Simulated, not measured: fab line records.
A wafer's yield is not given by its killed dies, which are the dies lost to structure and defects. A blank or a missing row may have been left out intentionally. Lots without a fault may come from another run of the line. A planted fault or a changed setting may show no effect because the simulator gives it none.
fab line records    flow n5Finfet
record lots=5  wafers=15  lastDay=18
route steps=1938 shown BEOL_M8@1341
lots that met no fault: from a run of the same line without faults
startH: the number of hours between the record's first day and the start of the first shown wafer of the lot    waitH: hours since the lot's step before    " as in the row above    L1.1+2: a single row standing in for several wafers    - no value, or no start was given    * or withheld: withheld    < > ~ a bound
route shown NAME@n: a module of which the file shows steps, and the number in the route of the first    usual: mean/standard deviation taken from wafers without a fault    same: alike in all rows    chamber/n: place in a boat    sites: the reading at each site    _std_site: their standard deviation    _edge_site: outer sites' mean less inner sites'    radiusMm: for every site, how far away it sits from the centre of the wafer    mask NAME#n: copy n    behind: the last tool/chamber to shape the wafer    hold: cause of the lot's hold/its duration in hours/its outcome    device: the transistor (n, p or np) that didn't switch    end of line: tests of these same wafers at the route's end    for a step that has no rows: nothing shown but its recipe    killed: dies that structure and defects cost at the first sort, which is not the same as the wafer's yield    map: shows each die of a wafer: x if killed, . if not, _ if none is there
set.NAME: the setting that was run; set.NAME@STEP: the one run at that earlier step    model.NAME: the simulator's own value behind a step, which no gauge read
lots at some steps of the route; a table a step, a row a wafer
services: the hour from which a tool's chamber was out of use, counted from the record's first day as startH (under 0 if before that day), plus the number of hours and why
## steps
# step N5_BEOL_M8_SOFTBAKE_06
# recipe tempC=110  timeS=60  resist=CAR-ArF
# step N5_BEOL_M8_EXPOSE_08
# recipe maskId=M8  na=1.35  sourceShape=dipole  sigmaInner=0.817  sigmaOuter=0.97  polarization=te  doseMj=68.25
# step N5_BEOL_M8_PEB_09
# recipe pebTempC=withheld  pebTimeS=60  resist=CAR-ArF
# step N5_BEOL_M8_DEVELOP_10
# recipe developTimeS=30  developer=TMAH  resist=CAR-ArF  rinseLiquid=diw  dry=airSpin  devTempC=23
# step N5_BEOL_M8_CD_MEAS_11
# recipe targetCdNm=38.5  landingEnergyEv=500  detector=seInlens  polarity=opening
# usual cdNm=38.7/0.44
lot.wafer  tool      chamber  startH  waitH  cdNm
L633.1     cdSem-02  0        244.11  -      39.2
L633.3     "         0        "       "      39.9
L633.4     "         0        "       "      38.7
L632.2     cdSem-03  0        255.03  -      38.4
L632.3     "         0        "       "      38.6
L632.5     "         0        "       "      38.1
L635.1     cdSem-02  0        275.51  -      39.2
L635.3     "         0        "       "      39.1
L635.6     "         0        "       "      38.7
L648.2     cdSem-01  0        346.42  -      39.2
L648.4     "         0        "       "      38.5
L648.6     "         0        "       "      38.5
L647.4     cdSem-01  0        347.28  -      38.9
L647.5     "         0        "       "      38.3
L647.6     "         0        "       "      38.8
# step N5_BEOL_M8_OVL_MEAS_12
# recipe pointsPerWafer=44
# usual M8_OVL=-0.4/0.75
# same pointsPerWafer=44
lot.wafer  tool        chamber  startH  waitH  M8_OVL[nm]
L633.1     overlay-02  0        244.14  0.0    0.1
L633.3     "           0        "       "      0.2
L633.4     "           0        "       "      -0.3
L632.2     overlay-02  0        255.06  0.0    -1.3
L632.3     "           0        "       "      -0.1
L632.5     "           0        "       "      -0.4
L635.1     overlay-01  0        275.54  0.0    -1.0
L635.3     "           0        "       "      -0.6
L635.6     "           0        "       "      -0.2
L648.2     overlay-02  0        346.45  0.0    -0.3
L648.4     "           0        "       "      -0.8
L648.6     "           0        "       "      -0.5
L647.4     overlay-02  0        347.31  0.0    -1.4
L647.5     "           0        "       "      -0.6
L647.6     "           0        "       "      -2.1
# step N5_BEOL_M8_INSPECT_13
# recipe mode=adi  inspectInstrument=brightfield
# usual rawDefectCount=416/120
lot.wafer  tool              chamber  startH  waitH  rawDefectCount
L633.1     defectInspect-02  -        244.17  0.0    363
L633.3     "                 -        "       "      462
L633.4     "                 -        "       "      429
L632.2     defectInspect-01  -        255.08  0.0    321
L632.3     "                 -        "       "      427
L632.5     "                 -        "       "      468
L635.1     defectInspect-01  -        275.56  0.0    358
L635.3     "                 -        "       "      333
L635.6     "                 -        "       "      475
L648.2     defectInspect-01  -        346.47  0.0    346
L648.4     "                 -        "       "      375
L648.6     "                 -        "       "      379
L647.4     defectInspect-02  -        347.33  0.0    372
L647.5     "                 -        "       "      321
L647.6     "                 -        "       "      426
# step N5_BEOL_M8_DESCUM_16
# recipe chemistry=O2  timeS=7.9  sourcePowerW=50  biasPowerW=20  pressureMtorr=20  rfFrequencyHz=2.712e+07  tempC=40  resist=CAR-ArF  o2FlowSccm=225
# usual drypumpMotorCurrentA=5.6/0.42  oesProductAu=0.81/0.061  rfVppV=243.4/1.5  showerheadPlenumPTorr=2.11/0.088  throttleValvePct=20.46/0.17
lot.wafer  tool        chamber  startH  waitH  drypumpMotorCurrentA  oesProductAu  rfHoursCounterH  rfVppV  showerheadPlenumPTorr  throttleValvePct
L633.1     rieDiel-03  3        244.24  0.1    5.5                   0.78          109              245.2   2.19                   20.25
L633.3     "           0        "       "      5.3                   0.74          151              243.3   2.03                   20.59
L633.4     "           2        "       "      5.6                   0.74          143              242.1   2.00                   20.52
L632.2     rieDiel-03  3        255.15  0.1    5.4                   0.78          112              243.7   2.19                   20.24
L632.3     "           2        "       "      5.6                   0.74          147              242.3   2.00                   20.52
L632.5     "           0        "       "      5.3                   0.75          -                243.1   2.03                   20.61
L635.1     rieDiel-03  1        275.62  0.1    5.3                   0.84          66               243.8   2.24                   20.27
L635.3     "           2        "       "      5.6                   0.72          152              241.9   2.00                   20.54
L635.6     "           2        "       "      5.6                   0.72          -                242.0   2.00                   20.53
L648.2     rieDiel-04  1        346.64  0.2    6.5                   0.81          104              243.2   2.02                   20.72
L648.4     "           3        "       "      5.9                   0.85          64               244.6   2.20                   20.47
L648.6     "           0        "       "      5.1                   0.84          -                242.2   2.06                   20.57
L647.4     rieDiel-04  1        347.36  0.0    6.5                   0.81          104              242.2   2.02                   20.71
L647.5     "           2        "       "      5.4                   0.77          -                243.9   2.09                   20.16
L647.6     "           1        "       "      6.5                   0.80          -                241.2   2.02                   20.71
# step N5_BEOL_M8_ETCH_61
# recipe chemistry=CF4  target=SiARC  targetDepthA=455  maskMaterial=CAR-ArF  timeS=75.8  ionEnergyEv=80  pressureMtorr=40  sourceW=545  biasW=36  Ar_flow_sccm=100  cf4FlowSccm=100  ends=cleared
# usual drypumpMotorCurrentA=5.6/0.42  etchRfOnTimeS=75.1/2  oesProductAu=0.69/0.055  rfVppV=184.3/1.4  showerheadPlenumPTorr=2.15/0.085  throttleValvePct=15.59/0.19
lot.wafer  tool        chamber  startH  waitH  drypumpMotorCurrentA  etchRfOnTimeS  oesProductAu  rfHoursCounterH  rfVppV  showerheadPlenumPTorr  throttleValvePct
L633.1     rieDiel-03  3        244.28  0.0    5.5                   77.5           0.65          109              186.1   2.24                   15.51
L633.3     "           0        "       "      5.3                   76.4           0.64          151              183.9   2.06                   15.66
L633.4     "           2        "       "      5.6                   74.1           0.64          143              184.4   2.05                   15.68
L632.2     rieDiel-03  3        255.18  0.0    5.5                   78.1           0.65          112              185.7   2.24                   15.51
L632.3     "           2        "       "      5.5                   74.0           0.64          147              183.8   2.05                   15.69
L632.5     "           0        "       "      5.4                   77.7           0.63          -                182.3   2.06                   15.67
L635.1     rieDiel-03  1        275.66  0.0    5.3                   71.7           0.74          66               186.6   2.26                   15.23
L635.3     "           2        "       "      5.5                   74.8           0.63          152              184.8   2.05                   15.71
L635.6     "           2        "       "      5.6                   74.2           0.63          -                183.9   2.05                   15.71
L648.2     rieDiel-04  1        346.67  0.0    6.5                   73.7           0.69          104              183.4   2.09                   15.94
L648.4     "           3        "       "      5.9                   74.4           0.72          64               185.1   2.25                   15.63
L648.6     "           0        "       "      5.1                   75.6           0.73          -                185.1   2.09                   15.58
L647.4     rieDiel-04  1        347.40  0.0    6.5                   72.6           0.69          104              182.4   2.09                   15.94
L647.5     "           2        "       "      5.4                   77.5           0.65          -                185.2   2.14                   15.40
L647.6     "           1        "       "      6.5                   73.0           0.69          -                184.0   2.09                   15.95
# step N5_BEOL_M8_ETCH_62
# recipe chemistry=N2/H2  target=SOC  targetDepthA=1100  overetchA=220  maskMaterial=SiARC  tempC=40  timeS=165  ionEnergyEv=200  pressureMtorr=30  sourceW=840  biasW=150  n2FlowSccm=200  h2FlowSccm=200
# usual drypumpMotorCurrentA=5.6/0.43  oesProductAu=0.68/0.048  rfVppV=524/3.1  showerheadPlenumPTorr=2.55/0.11  throttleValvePct=17.77/0.24
lot.wafer  tool        chamber  startH  waitH  drypumpMotorCurrentA  oesProductAu  rfHoursCounterH  rfVppV  showerheadPlenumPTorr  throttleValvePct
L633.1     rieDiel-03  3        244.33  0.0    5.5                   0.65          109              526     2.67                   17.66
L633.3     "           0        "       "      5.4                   0.64          151              523     2.45                   17.82
L633.4     "           2        "       "      5.6                   0.63          143              521     2.45                   17.99
L632.2     rieDiel-03  3        255.24  0.0    5.5                   0.65          113              528     2.67                   17.66
L632.3     "           2        "       "      5.6                   0.62          147              520     2.45                   18.00
L632.5     "           0        "       "      5.3                   0.63          -                521     2.45                   17.82
L635.1     rieDiel-03  1        275.71  0.0    5.3                   0.71          66               528     2.67                   17.40
L635.3     "           2        "       "      5.6                   0.62          152              520     2.44                   18.02
L635.6     "           2        "       "      5.6                   0.62          -                521     2.44                   18.02
L648.2     rieDiel-04  1        346.73  0.0    6.5                   0.67          104              522     2.45                   18.19
L648.4     "           3        "       "      5.9                   0.71          64               528     2.69                   17.93
L648.6     "           0        "       "      5.1                   0.71          -                521     2.46                   17.60
L647.4     rieDiel-04  1        347.46  0.0    6.5                   0.67          104              521     2.45                   18.18
L647.5     "           2        "       "      5.4                   0.65          -                522     2.54                   17.47
L647.6     "           1        "       "      6.5                   0.67          -                521     2.45                   18.18
# step N5_BEOL_M8_STRIP_68
# recipe chemistry=N2/H2  tempC=40  n2FlowSccm=200  h2FlowSccm=200  rfFrequencyHz=6e+07
# step N5_BEOL_M8_STRIP_67
# recipe chemistry=CF4  resist=SiARC  powerW=300  biasPowerW=75  pressureMtorr=50  cf4FlowSccm=150  rfFrequencyHz=6e+07
# usual drypumpMotorCurrentA=5.6/0.42  oesProductAu=0.81/0.056  rfVppV=271.3/1.8  showerheadPlenumPTorr=1.80/0.072  throttleValvePct=13.55/0.2
lot.wafer  tool        chamber  startH  waitH  drypumpMotorCurrentA  oesProductAu  rfHoursCounterH  rfVppV  showerheadPlenumPTorr  throttleValvePct
L633.1     rieDiel-03  3        244.48  0.0    5.5                   0.78          109              272.6   1.89                   13.52
L633.3     "           0        "       "      5.3                   0.75          151              268.9   1.73                   13.66
L633.4     "           2        "       "      5.6                   0.74          143              270.4   1.71                   13.66
L632.2     rieDiel-03  3        255.38  0.0    5.4                   0.77          113              272.1   1.89                   13.52
L632.3     "           2        "       "      5.6                   0.74          147              269.6   1.71                   13.65
L632.5     "           0        "       "      5.3                   0.76          -                267.4   1.73                   13.65
L635.1     rieDiel-03  1        275.86  0.0    5.3                   0.84          66               272.8   1.88                   13.16
L635.3     "           2        "       "      5.6                   0.74          152              267.7   1.71                   13.67
L635.6     "           2        "       "      5.5                   0.74          -                269.7   1.71                   13.66
L648.2     rieDiel-04  1        346.87  0.0    6.5                   0.79          104              270.6   1.75                   13.88
L648.4     "           3        "       "      5.9                   0.83          64               273.7   1.89                   13.61
L648.6     "           0        "       "      5.1                   0.84          -                270.7   1.75                   13.48
L647.4     rieDiel-04  1        347.60  0.0    6.5                   0.80          104              270.8   1.75                   13.89
L647.5     "           2        "       "      5.5                   0.77          -                271.3   1.79                   13.36
L647.6     "           1        "       "      6.5                   0.81          -                269.9   1.75                   13.86
# step N5_BEOL_M8_HM_OPEN_17
# recipe chemistry=Cl2/BCl3  targetDepthA=200  overetchA=60  target=TiN  maskMaterial=SOC  ionEnergyEv=150  pressureMtorr=10  icpW=1000  biasW=126  Cl2_flow_sccm=53.25  bcl3FlowSccm=21.75  Ar_flow_sccm=25
# usual drypumpMotorCurrentA=5.5/0.47  heBacksideLeakSccm=3.46/0.26  oesProductAu=0.63/0.084  throttleValvePct=22.05/0.2
lot.wafer  tool         chamber  startH  waitH  drypumpMotorCurrentA  heBacksideLeakSccm  oesProductAu  rfHoursCounterH  throttleValvePct  model.SOC_of_BEOL_M8_COAT_59.thkNm
L633.1     rieMetal-02  1        244.52  0.0    5.5                   3.71                0.63          57               21.87             92
L633.3     "            0        "       "      5.8                   3.48                0.56          -                22.00             92
L633.4     "            1        "       "      5.5                   3.65                0.63          -                21.87             91.8
L632.2     rieMetal-03  0        255.46  0.1    6.2                   3.37                0.58          -                22.41             92
L632.3     "            0        "       "      6.1                   3.36                0.58          -                22.42             92.2
L632.5     "            0        "       "      6.1                   3.55                0.58          -                22.43             92.2
L635.1     rieMetal-03  0        275.91  0.0    6.2                   3.73                0.58          86               22.42             89.2
L635.3     "            0        "       "      6.2                   3.70                0.58          -                22.43             92.6
L635.6     "            0        "       "      6.2                   3.70                0.58          -                22.42             89.2
L648.2     rieMetal-02  1        346.95  0.1    5.5                   3.46                0.61          -                21.90             92
L648.4     "            1        "       "      5.4                   3.57                0.61          -                21.90             91.6
L648.6     "            1        "       "      5.5                   3.41                0.61          -                21.90             92
L647.4     rieMetal-02  1        347.73  0.1    5.5                   3.52                0.60          -                21.89             91.6
L647.5     "            1        "       "      5.4                   3.59                0.61          -                21.90             91.6
L647.6     "            1        "       "      5.5                   3.53                0.61          -                21.89             91.6
# step N5_BEOL_M8_STRIP_19
# recipe chemistry=O2  powerW=400  tempC=40  pressureMtorr=30  rfFrequencyHz=6e+07  biasPowerW=0  overashFraction=0.2  o2FlowSccm=225
# usual drypumpMotorCurrentA=5.5/0.35  oesProductAu=0.82/0.071  rfVppV=3.7/0.63  showerheadPlenumPTorr=2.12/0.087  throttleValvePct=16.62/0.16
lot.wafer  tool        chamber  startH  waitH  drypumpMotorCurrentA  oesProductAu  rfHoursCounterH  rfVppV  showerheadPlenumPTorr  throttleValvePct
L633.1     rieDiel-01  3        244.64  0.1    5.0                   0.87          52               3.9     2.13                   16.48
L633.3     "           1        "       "      5.2                   0.88          25               3.7     2.14                   16.48
L633.4     "           0        "       "      5.5                   0.86          38               3.6     2.05                   16.52
L632.2     rieDiel-04  1        255.63  0.1    6.5                   0.85          74               3.1     2.03                   16.87
L632.3     "           0        "       "      5.1                   0.90          11               3.2     2.07                   16.69
L632.5     "           3        "       "      5.8                   0.89          -                3.2     2.22                   16.63
L635.1     rieDiel-01  0        276.02  0.1    5.5                   0.85          49               3.5     2.04                   16.55
L635.3     "           3        "       "      4.9                   0.85          66               3.8     2.13                   16.50
L635.6     "           2        "       "      5.9                   0.94          -                4.7     2.22                   16.48
L648.2     rieDiel-04  2        347.12  0.1    5.5                   0.78          139              3.2     2.09                   16.42
L648.4     "           3        "       "      5.8                   0.84          64               2.4     2.21                   16.69
L648.6     "           0        "       "      5.1                   0.84          -                4.1     2.06                   16.74
L647.4     rieDiel-03  3        347.84  0.1    5.4                   0.74          141              3.9     2.18                   16.57
L647.5     "           0        "       "      5.4                   0.71          -                2.4     2.02                   16.88
L647.6     "           1        "       "      5.3                   0.81          -                3.5     2.23                   16.50
## services
tool         chamber  startH  hours  kind
rieDiel-01   -        238.21  2.8    pm
rieMetal-03  1        239.35  -      clean
rieMetal-03  1        239.35  26.7   scheduledDown
rieMetal-03  1        239.35  26.7   ventCycle
rieDiel-01   2        246.55  8.5    repair
rieDiel-01   1        287.24  4.2    repair
rieMetal-03  0        299.21  7.3    repair
rieDiel-03   3        307.29  5.7    repair
rieMetal-02  0        315.18  2.7    repair
rieDiel-04   2        323.48  19.8   repair
rieMetal-02  0        346.03  14.3   repair
rieMetal-03  1        346.76  4.3    repair
## key
firstSign none at tools or gauges
modelEffect step=N5_BEOL_M8_HM_OPEN_17  value=SOC_of_BEOL_M8_COAT_59.thkNm  without=92.4  struck=89.2
metAt N5_BEOL_M8_HM_OPEN_17
struckWafers L635.1,L635.6
onsetBetween 255.46 275.91
fault kind=processParameterDrift  tool=rieMetal-03  chamber=-  onsetH=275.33  steps=N5_BEOL_M8_HM_OPEN_17  channel=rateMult  offset=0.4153  shape=step  endH=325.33  scope=struckWafersOnly
